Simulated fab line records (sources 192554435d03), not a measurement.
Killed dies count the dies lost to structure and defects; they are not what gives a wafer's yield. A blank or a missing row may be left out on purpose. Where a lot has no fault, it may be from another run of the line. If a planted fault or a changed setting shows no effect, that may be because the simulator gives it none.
fab line records :: flow n5Finfet :: part 2 of 2: steps 24 to 30 of 30
[record]
  lots = 5
  wafers = 15
  lastDay = 17
route steps=1938 shown PASSIVATION@1906
lots that met no fault: taken from a fault-free run of the same line
startH: hours from the record's opening day to when the first of the lot's shown wafers began :: waitH: how many hours have passed since the lot's step before this one :: " the same as in the row above :: L1.1+2: a single row standing in for several wafers :: - no value, or no start was given :: * or withheld: withheld :: < > ~ a bound
route shown NAME@n: a module of which the file shows steps, and the number in the route of the first :: usual: average and standard deviation across the fault-free wafers :: same: alike in all rows :: chamber/n: place in a boat :: sites: each site's reading :: _std_site: how widely they spread, as a standard deviation :: _edge_site: the outer-site mean with the inner-site mean subtracted :: radiusMm: for every site, how far away it sits from the centre of the wafer :: mask NAME#n: copy n :: behind: tool/chamber where the wafer was last shaped :: hold: reason for holding the lot/hours on hold/outcome of the hold :: device: which transistor (n, p or np) failed to switch :: end of line: the same wafers' tests at the end of the route :: a step without rows: its recipe alone :: killed: at the first sort, the dies lost to defects and structure; wafer yield is something else :: map: per-die view of a wafer (x killed, . not killed, _ where there is no die)
set.NAME: setting as actually run; set.NAME@STEP: the setting as run at that earlier step :: model.NAME: the simulator's own value behind a step, which no gauge read
certain route steps with their lots: each step a table, each wafer a row
services: a tool's chamber out of use, with start hour (startH, from the record's first day; less than 0 if before it), hours out, and reason
[[steps]]
[step N5_PASSIVATION_PASS_ETCH_47]
[recipe]
  chemistry = CF4/O2
  target = SiNx
  targetDepthA = 7700
  timeS = 385
  ionEnergyEv = 100
  pressureMtorr = 40
  sourceW = 535
  biasW = 49
  Ar_flow_sccm = 100
  cf4FlowSccm = 100
  O2_flow_sccm = 10
[usual]
  drypumpMotorCurrentA = 5.6/0.5
  oesProductAu = 0.84/0.065
  rfVppV = 239/4.2
  showerheadPlenumPTorr = 2.24/0.089
  throttleValvePct = 15.75/0.22
[same]
  timeS = 385
lot.wafer: L074.1
tool: rieDiel-06
chamber: 3
startH: 286.00
waitH: 0.0
drypumpMotorCurrentA: 5.3
oesProductAu: 0.85
rfHoursCounterH: 53
rfVppV: 239
showerheadPlenumPTorr: 2.15
throttleValvePct: 15.48

lot.wafer: L074.4
tool: rieDiel-06
chamber: 1
startH: 286.00
waitH: 0.0
drypumpMotorCurrentA: 4.9
oesProductAu: 0.77
rfHoursCounterH: 157
rfVppV: 245
showerheadPlenumPTorr: 2.21
throttleValvePct: 15.72

lot.wafer: L074.6
tool: rieDiel-06
chamber: 2
startH: 286.00
waitH: 0.0
drypumpMotorCurrentA: 5.5
oesProductAu: 0.81
rfHoursCounterH: -
rfVppV: 241
showerheadPlenumPTorr: 2.21
throttleValvePct: 16.11

lot.wafer: L078.1
tool: rieDiel-06
chamber: 1
startH: 304.37
waitH: 0.0
drypumpMotorCurrentA: 4.9
oesProductAu: 0.77
rfHoursCounterH: 162
rfVppV: 245
showerheadPlenumPTorr: 2.21
throttleValvePct: 15.74

lot.wafer: L078.2
tool: rieDiel-06
chamber: 2
startH: 304.37
waitH: 0.0
drypumpMotorCurrentA: 5.5
oesProductAu: 0.81
rfHoursCounterH: 98
rfVppV: 240
showerheadPlenumPTorr: 2.21
throttleValvePct: 16.13

lot.wafer: L078.4
tool: rieDiel-06
chamber: 3
startH: 304.37
waitH: 0.0
drypumpMotorCurrentA: 5.3
oesProductAu: 0.86
rfHoursCounterH: 58
rfVppV: 237
showerheadPlenumPTorr: 2.15
throttleValvePct: 15.52

lot.wafer: L079.1
tool: rieDiel-02
chamber: 1
startH: 308.66
waitH: 0.0
drypumpMotorCurrentA: 5.3
oesProductAu: 0.91
rfHoursCounterH: 19
rfVppV: 243
showerheadPlenumPTorr: 2.35
throttleValvePct: 15.62

lot.wafer: L079.3
tool: rieDiel-02
chamber: 2
startH: 308.66
waitH: 0.0
drypumpMotorCurrentA: 5.4
oesProductAu: 0.86
rfHoursCounterH: 58
rfVppV: 243
showerheadPlenumPTorr: 2.32
throttleValvePct: 15.79

lot.wafer: L079.4
tool: rieDiel-02
chamber: 2
startH: 308.66
waitH: 0.0
drypumpMotorCurrentA: 5.4
oesProductAu: 0.86
rfHoursCounterH: -
rfVppV: 242
showerheadPlenumPTorr: 2.32
throttleValvePct: 15.77

lot.wafer: L081.2
tool: rieDiel-01
chamber: 0
startH: 313.63
waitH: 0.0
drypumpMotorCurrentA: 6.0
oesProductAu: 0.74
rfHoursCounterH: 167
rfVppV: 234
showerheadPlenumPTorr: 2.20
throttleValvePct: 15.95

lot.wafer: L081.3
tool: rieDiel-01
chamber: 2
startH: 313.63
waitH: 0.0
drypumpMotorCurrentA: 5.2
oesProductAu: 0.88
rfHoursCounterH: 48
rfVppV: 244
showerheadPlenumPTorr: 2.15
throttleValvePct: 15.45

lot.wafer: L081.5
tool: rieDiel-01
chamber: 2
startH: 313.63
waitH: 0.0
drypumpMotorCurrentA: 5.1
oesProductAu: 0.88
rfHoursCounterH: -
rfVppV: 243
showerheadPlenumPTorr: 2.15
throttleValvePct: 15.44

lot.wafer: L088.2
tool: rieDiel-01
chamber: 2
startH: 393.55
waitH: 0.0
drypumpMotorCurrentA: 5.1
oesProductAu: 0.83
rfHoursCounterH: 76
rfVppV: 242
showerheadPlenumPTorr: 2.14
throttleValvePct: 15.51

lot.wafer: L088.4
tool: rieDiel-01
chamber: 3
startH: 393.55
waitH: 0.0
drypumpMotorCurrentA: 6.0
oesProductAu: 0.80
rfHoursCounterH: 89
rfVppV: 237
showerheadPlenumPTorr: 2.15
throttleValvePct: 16.00

lot.wafer: L088.6
tool: rieDiel-01
chamber: 1
startH: 393.55
waitH: 0.0
drypumpMotorCurrentA: 6.7
oesProductAu: 0.82
rfHoursCounterH: -
rfVppV: 237
showerheadPlenumPTorr: 2.14
throttleValvePct: 15.98
[step N5_PASSIVATION_ETCH_54]
[recipe]
  chemistry = CHF3/O2
  target = SiO2
  targetDepthA = 8800
  CHF3_flow_sccm = 50
  O2_flow_sccm = 5
  Ar_flow_sccm = 200
  timeS = 440
  maskMaterial = PR
  pressureMtorr = 30
  sourceW = 650
  biasW = 170
  ionEnergyEv = 200
[usual]
  drypumpMotorCurrentA = 5.6/0.51
  oesProductAu = 0.84/0.065
  rfVppV = 521/8.6
  showerheadPlenumPTorr = 2.45/0.1
  throttleValvePct = 18.68/0.24
[same]
  timeS = 440
lot.wafer: L074.1
tool: rieDiel-06
chamber: 3
startH: 286.23
waitH: 0.1
drypumpMotorCurrentA: 5.3
oesProductAu: 0.86
rfHoursCounterH: 53
rfVppV: 519
showerheadPlenumPTorr: 2.35
throttleValvePct: 18.40

lot.wafer: L074.4
tool: rieDiel-06
chamber: 1
startH: 286.23
waitH: 0.1
drypumpMotorCurrentA: 4.9
oesProductAu: 0.77
rfHoursCounterH: 157
rfVppV: 535
showerheadPlenumPTorr: 2.41
throttleValvePct: 18.66

lot.wafer: L074.6
tool: rieDiel-06
chamber: 2
startH: 286.23
waitH: 0.1
drypumpMotorCurrentA: 5.5
oesProductAu: 0.81
rfHoursCounterH: -
rfVppV: 523
showerheadPlenumPTorr: 2.41
throttleValvePct: 19.03

lot.wafer: L078.1
tool: rieDiel-06
chamber: 1
startH: 304.59
waitH: 0.1
drypumpMotorCurrentA: 4.9
oesProductAu: 0.76
rfHoursCounterH: 162
rfVppV: 534
showerheadPlenumPTorr: 2.41
throttleValvePct: 18.66

lot.wafer: L078.2
tool: rieDiel-06
chamber: 2
startH: 304.59
waitH: 0.1
drypumpMotorCurrentA: 5.5
oesProductAu: 0.79
rfHoursCounterH: 98
rfVppV: 523
showerheadPlenumPTorr: 2.41
throttleValvePct: 19.05

lot.wafer: L078.4
tool: rieDiel-06
chamber: 3
startH: 304.59
waitH: 0.1
drypumpMotorCurrentA: 5.2
oesProductAu: 0.85
rfHoursCounterH: 58
rfVppV: 518
showerheadPlenumPTorr: 2.35
throttleValvePct: 18.42

lot.wafer: L079.1
tool: rieDiel-02
chamber: 1
startH: 308.89
waitH: 0.1
drypumpMotorCurrentA: 5.4
oesProductAu: 0.92
rfHoursCounterH: 20
rfVppV: 528
showerheadPlenumPTorr: 2.57
throttleValvePct: 18.62

lot.wafer: L079.3
tool: rieDiel-02
chamber: 2
startH: 308.89
waitH: 0.1
drypumpMotorCurrentA: 5.4
oesProductAu: 0.86
rfHoursCounterH: 58
rfVppV: 526
showerheadPlenumPTorr: 2.55
throttleValvePct: 18.77

lot.wafer: L079.4
tool: rieDiel-02
chamber: 2
startH: 308.89
waitH: 0.1
drypumpMotorCurrentA: 5.4
oesProductAu: 0.86
rfHoursCounterH: -
rfVppV: 527
showerheadPlenumPTorr: 2.55
throttleValvePct: 18.80

lot.wafer: L081.2
tool: rieDiel-01
chamber: 0
startH: 313.86
waitH: 0.1
drypumpMotorCurrentA: 6.0
oesProductAu: 0.75
rfHoursCounterH: 168
rfVppV: 512
showerheadPlenumPTorr: 2.41
throttleValvePct: 18.92

lot.wafer: L081.3
tool: rieDiel-01
chamber: 2
startH: 313.86
waitH: 0.1
drypumpMotorCurrentA: 5.1
oesProductAu: 0.88
rfHoursCounterH: 49
rfVppV: 529
showerheadPlenumPTorr: 2.35
throttleValvePct: 18.33

lot.wafer: L081.5
tool: rieDiel-01
chamber: 2
startH: 313.86
waitH: 0.1
drypumpMotorCurrentA: 5.1
oesProductAu: 0.88
rfHoursCounterH: -
rfVppV: 532
showerheadPlenumPTorr: 2.35
throttleValvePct: 18.34

lot.wafer: L088.2
tool: rieDiel-01
chamber: 2
startH: 393.78
waitH: 0.1
drypumpMotorCurrentA: 5.1
oesProductAu: 0.84
rfHoursCounterH: 76
rfVppV: 530
showerheadPlenumPTorr: 2.34
throttleValvePct: 18.36

lot.wafer: L088.4
tool: rieDiel-01
chamber: 3
startH: 393.78
waitH: 0.1
drypumpMotorCurrentA: 6.0
oesProductAu: 0.80
rfHoursCounterH: 89
rfVppV: 517
showerheadPlenumPTorr: 2.35
throttleValvePct: 18.98

lot.wafer: L088.6
tool: rieDiel-01
chamber: 1
startH: 393.78
waitH: 0.1
drypumpMotorCurrentA: 6.7
oesProductAu: 0.82
rfHoursCounterH: -
rfVppV: 515
showerheadPlenumPTorr: 2.34
throttleValvePct: 18.92
[step N5_PASSIVATION_STRIP_48]
[recipe]
  chemistry = O2
  powerW = 600
  tempC = 60
  pressureMtorr = 30
  rfFrequencyHz = 6e+07
  biasPowerW = 0
  overashFraction = 0.5
  o2FlowSccm = 225
[usual]
  drypumpMotorCurrentA = 5.6/0.51
  o2FlowSccm = 225.0/0.68
  oesProductAu = 0.84/0.07
  rfVppV = 3.6/2.4
  showerheadPlenumPTorr = 2.13/0.087
  throttleValvePct = 16.54/0.25
lot.wafer: L074.1
tool: rieDiel-06
chamber: 3
startH: 286.51
waitH: 0.1
drypumpMotorCurrentA: 5.3
o2FlowSccm: 224.9
oesProductAu: 0.87
rfHoursCounterH: 53
rfVppV: 6.9
showerheadPlenumPTorr: 2.05
throttleValvePct: 16.28

lot.wafer: L074.4
tool: rieDiel-06
chamber: 1
startH: 286.51
waitH: 0.1
drypumpMotorCurrentA: 4.9
o2FlowSccm: 225.6
oesProductAu: 0.78
rfHoursCounterH: 158
rfVppV: 0.4
showerheadPlenumPTorr: 2.10
throttleValvePct: 16.56

lot.wafer: L074.6
tool: rieDiel-06
chamber: 2
startH: 286.51
waitH: 0.1
drypumpMotorCurrentA: 5.5
o2FlowSccm: 225.0
oesProductAu: 0.82
rfHoursCounterH: -
rfVppV: 1.7
showerheadPlenumPTorr: 2.11
throttleValvePct: 16.97

lot.wafer: L078.1
tool: rieDiel-06
chamber: 1
startH: 304.88
waitH: 0.1
drypumpMotorCurrentA: 4.9
o2FlowSccm: 224.4
oesProductAu: 0.76
rfHoursCounterH: 162
rfVppV: 0
showerheadPlenumPTorr: 2.09
throttleValvePct: 16.59

lot.wafer: L078.2
tool: rieDiel-06
chamber: 2
startH: 304.88
waitH: 0.1
drypumpMotorCurrentA: 5.5
o2FlowSccm: 224.7
oesProductAu: 0.79
rfHoursCounterH: 98
rfVppV: 0.9
showerheadPlenumPTorr: 2.11
throttleValvePct: 16.87

lot.wafer: L078.4
tool: rieDiel-06
chamber: 3
startH: 304.88
waitH: 0.1
drypumpMotorCurrentA: 5.3
o2FlowSccm: 224.7
oesProductAu: 0.82
rfHoursCounterH: 58
rfVppV: 3.1
showerheadPlenumPTorr: 2.05
throttleValvePct: 16.27

lot.wafer: L079.1
tool: rieDiel-02
chamber: 1
startH: 309.18
waitH: 0.1
drypumpMotorCurrentA: 5.4
o2FlowSccm: 224.2
oesProductAu: 0.88
rfHoursCounterH: 20
rfVppV: 0
showerheadPlenumPTorr: 2.22
throttleValvePct: 16.35

lot.wafer: L079.3
tool: rieDiel-02
chamber: 2
startH: 309.18
waitH: 0.1
drypumpMotorCurrentA: 5.4
o2FlowSccm: 225.0
oesProductAu: 0.87
rfHoursCounterH: 58
rfVppV: 0
showerheadPlenumPTorr: 2.22
throttleValvePct: 16.58

lot.wafer: L079.4
tool: rieDiel-02
chamber: 2
startH: 309.18
waitH: 0.1
drypumpMotorCurrentA: 5.4
o2FlowSccm: 225.6
oesProductAu: 0.86
rfHoursCounterH: -
rfVppV: 2.1
showerheadPlenumPTorr: 2.23
throttleValvePct: 16.68

lot.wafer: L081.2
tool: rieDiel-01
chamber: 0
startH: 314.15
waitH: 0.1
drypumpMotorCurrentA: 6.0
o2FlowSccm: 224.3
oesProductAu: 0.69
rfHoursCounterH: 168
rfVppV: 0.5
showerheadPlenumPTorr: 2.07
throttleValvePct: 16.58

lot.wafer: L081.3
tool: rieDiel-01
chamber: 2
startH: 314.15
waitH: 0.1
drypumpMotorCurrentA: 5.1
o2FlowSccm: 226.4
oesProductAu: 0.88
rfHoursCounterH: 49
rfVppV: 3.6
showerheadPlenumPTorr: 2.05
throttleValvePct: 16.29

lot.wafer: L081.5
tool: rieDiel-01
chamber: 2
startH: 314.15
waitH: 0.1
drypumpMotorCurrentA: 5.2
o2FlowSccm: 226.5
oesProductAu: 0.84
rfHoursCounterH: -
rfVppV: 1.8
showerheadPlenumPTorr: 2.05
throttleValvePct: 16.24

lot.wafer: L088.2
tool: rieDiel-01
chamber: 2
startH: 394.07
waitH: 0.1
drypumpMotorCurrentA: 5.2
o2FlowSccm: 225.3
oesProductAu: 0.85
rfHoursCounterH: 76
rfVppV: 4.2
showerheadPlenumPTorr: 2.04
throttleValvePct: 16.32

lot.wafer: L088.4
tool: rieDiel-01
chamber: 3
startH: 394.07
waitH: 0.1
drypumpMotorCurrentA: 6.1
o2FlowSccm: 224.8
oesProductAu: 0.82
rfHoursCounterH: 89
rfVppV: 4.0
showerheadPlenumPTorr: 2.05
throttleValvePct: 16.86

lot.wafer: L088.6
tool: rieDiel-01
chamber: 1
startH: 394.07
waitH: 0.1
drypumpMotorCurrentA: 6.8
o2FlowSccm: 225.4
oesProductAu: 0.86
rfHoursCounterH: -
rfVppV: 0.2
showerheadPlenumPTorr: 2.03
throttleValvePct: 16.77
[step N5_PASSIVATION_STRIP_52]
[recipe]
  chemistry = postEtchResidueRemover
  timeS = 1200
  tempC = 72.5
[same]
  timeS = 1200
lot.wafer: L074.1+4+6
tool: wetBench-02
chamber: 3,0,7
startH: 286.58
waitH: -

lot.wafer: L078.1+2+4
tool: wetBench-03
chamber: 6,0,7
startH: 304.95
waitH: -

lot.wafer: L079.1+3+4
tool: wetBench-05
chamber: 0,5,7
startH: 309.24
waitH: -

lot.wafer: L081.2+3+5
tool: wetBench-05
chamber: 4,6,5
startH: 314.21
waitH: -

lot.wafer: L088.2+4+6
tool: wetBench-03
chamber: 7,2,6
startH: 394.13
waitH: -
[step N5_PASSIVATION_CLEAN_71]
[recipe]
  chemistry = IPA
  timeS = 180
  tempC = 25
[same]
  timeS = 180
lot.wafer: L074.1+4+6
tool: wetBench-02
chamber: 3,0,7
startH: 286.92
waitH: 0.0

lot.wafer: L078.1+2+4
tool: wetBench-03
chamber: 6,0,7
startH: 305.28
waitH: 0.0

lot.wafer: L079.1+3+4
tool: wetBench-05
chamber: 0,5,7
startH: 309.58
waitH: 0.0

lot.wafer: L081.2+3+5
tool: wetBench-05
chamber: 4,6,5
startH: 314.55
waitH: 0.0

lot.wafer: L088.2+4+6
tool: wetBench-03
chamber: 7,2,6
startH: 394.47
waitH: 0.0
[step N5_PASSIVATION_SRD_72]
[recipe]
  dry = ipaMarangoni
  timeS = 30
  tempC = 23
  rinseLiquid = diw
[same]
  timeS = 30
lot.wafer: L074.1+4+6
tool: wetBench-02
chamber: 3,0,7
startH: 286.97
waitH: 0.0

lot.wafer: L078.1+2+4
tool: wetBench-03
chamber: 6,0,7
startH: 305.34
waitH: 0.0

lot.wafer: L079.1+3+4
tool: wetBench-05
chamber: 0,5,7
startH: 309.63
waitH: 0.0

lot.wafer: L081.2+3+5
tool: wetBench-05
chamber: 4,6,5
startH: 314.60
waitH: 0.0

lot.wafer: L088.2+4+6
tool: wetBench-03
chamber: 7,2,6
startH: 394.52
waitH: 0.0
[step N5_PASSIVATION_ANNEAL_56]
[recipe]
  tempC = 400
  timeS = 1800
  ambient = FGA
  idleTempC = 300
  rampUpCPerMin = 5
  rampDownCPerMin = 3
[usual]
  spikeTcLowerC = 400.5/1.5
  zonePowerLowerPct = 4.5/0.37
  zonePowerTopPct = 10.3/0.99
[same]
  timeS = 1800
lot.wafer: L074.1
tool: furnace-02
chamber: 0
startH: 287.87
waitH: 0.9
spikeTcLowerC: 401.8
zonePowerLowerPct: 4.2
zonePowerTopPct: 9.5

lot.wafer: L074.4
tool: furnace-02
chamber: 0
startH: 287.87
waitH: 0.9
spikeTcLowerC: 400.9
zonePowerLowerPct: 4.3
zonePowerTopPct: 9.6

lot.wafer: L074.6
tool: furnace-02
chamber: 0
startH: 287.87
waitH: 0.9
spikeTcLowerC: 400.9
zonePowerLowerPct: 4.3
zonePowerTopPct: 9.7

lot.wafer: L078.1
tool: furnace-01
chamber: 0
startH: 306.64
waitH: 1.3
spikeTcLowerC: 401.9
zonePowerLowerPct: 5.1
zonePowerTopPct: 9.6

lot.wafer: L078.2
tool: furnace-01
chamber: 0
startH: 306.64
waitH: 1.3
spikeTcLowerC: 396.8
zonePowerLowerPct: 5.2
zonePowerTopPct: 9.6

lot.wafer: L078.4
tool: furnace-01
chamber: 0
startH: 306.64
waitH: 1.3
spikeTcLowerC: 399.1
zonePowerLowerPct: 5.2
zonePowerTopPct: 9.5

lot.wafer: L079.1
tool: furnace-02
chamber: 0
startH: 309.67
waitH: 0.0
spikeTcLowerC: 401.1
zonePowerLowerPct: 4.3
zonePowerTopPct: 9.5

lot.wafer: L079.3
tool: furnace-02
chamber: 0
startH: 309.67
waitH: 0.0
spikeTcLowerC: 401.4
zonePowerLowerPct: 4.4
zonePowerTopPct: 9.5

lot.wafer: L079.4
tool: furnace-02
chamber: 0
startH: 309.67
waitH: 0.0
spikeTcLowerC: 401.4
zonePowerLowerPct: 4.3
zonePowerTopPct: 9.5

lot.wafer: L081.2
tool: furnace-02
chamber: 0
startH: 314.64
waitH: 0.0
spikeTcLowerC: 402.5
zonePowerLowerPct: 4.2
zonePowerTopPct: 9.4

lot.wafer: L081.3
tool: furnace-02
chamber: 0
startH: 314.64
waitH: 0.0
spikeTcLowerC: 399.6
zonePowerLowerPct: 4.3
zonePowerTopPct: 9.6

lot.wafer: L081.5
tool: furnace-02
chamber: 0
startH: 314.64
waitH: 0.0
spikeTcLowerC: 399.7
zonePowerLowerPct: 4.3
zonePowerTopPct: 9.7

lot.wafer: L088.2
tool: furnace-03
chamber: 0
startH: 394.56
waitH: 0.0
spikeTcLowerC: 402.2
zonePowerLowerPct: 4.3
zonePowerTopPct: 11.8

lot.wafer: L088.4
tool: furnace-03
chamber: 0
startH: 394.56
waitH: 0.0
spikeTcLowerC: 403.1
zonePowerLowerPct: 4.4
zonePowerTopPct: 11.6

lot.wafer: L088.6
tool: furnace-03
chamber: 0
startH: 394.56
waitH: 0.0
spikeTcLowerC: 399.9
zonePowerLowerPct: 4.3
zonePowerTopPct: 11.9
[[services]]
tool: krfScanner-02
chamber: -
startH: 259.11
hours: 0.8
kind: pm

tool: krfScanner-01
chamber: -
startH: 259.68
hours: 0.8
kind: repair

tool: rieMetal-03
chamber: 0
startH: 260.76
hours: 36.1
kind: repair

tool: rieDiel-02
chamber: 0
startH: 262.90
hours: 4.5
kind: repair

tool: pecvd-01
chamber: 0
startH: 272.18
hours: 70.1
kind: repair

tool: furnace-03
chamber: -
startH: 281.36
hours: 20.6
kind: repair

tool: rieDiel-02
chamber: 3
startH: 287.94
hours: -
kind: clean

tool: rieDiel-02
chamber: 3
startH: 287.94
hours: -
kind: consumableReplace:focusRing

tool: rieMetal-02
chamber: 1
startH: 294.58
hours: 2.0
kind: repair

tool: rieMetal-02
chamber: -
startH: 299.12
hours: 14.6
kind: pm

tool: furnace-03
chamber: -
startH: 304.16
hours: 2.7
kind: repair

tool: krfScanner-02
chamber: -
startH: 308.54
hours: 1.3
kind: pm

tool: pecvd-02
chamber: 0
startH: 322.80
hours: -
kind: clean

tool: pecvd-02
chamber: 0
startH: 322.80
hours: 29.5
kind: scheduledDown

tool: pecvd-02
chamber: 0
startH: 322.80
hours: 29.5
kind: ventCycle

tool: rieDiel-06
chamber: 0
startH: 323.70
hours: 2.2
kind: repair

tool: rieMetal-02
chamber: 1
startH: 325.37
hours: 6.3
kind: repair

tool: pecvd-02
chamber: -
startH: 326.81
hours: 1.8
kind: repair

tool: krfScanner-01
chamber: -
startH: 361.51
hours: 1.0
kind: pm

tool: rieMetal-01
chamber: -
startH: 365.07
hours: 14.6
kind: pm

tool: krfScanner-02
chamber: -
startH: 367.03
hours: 1.0
kind: pm

tool: krfScanner-01
chamber: -
startH: 379.92
hours: 1.3
kind: pm

tool: krfScanner-02
chamber: -
startH: 382.00
hours: 2.3
kind: repair

tool: krfScanner-01
chamber: -
startH: 384.26
hours: 0.8
kind: pm
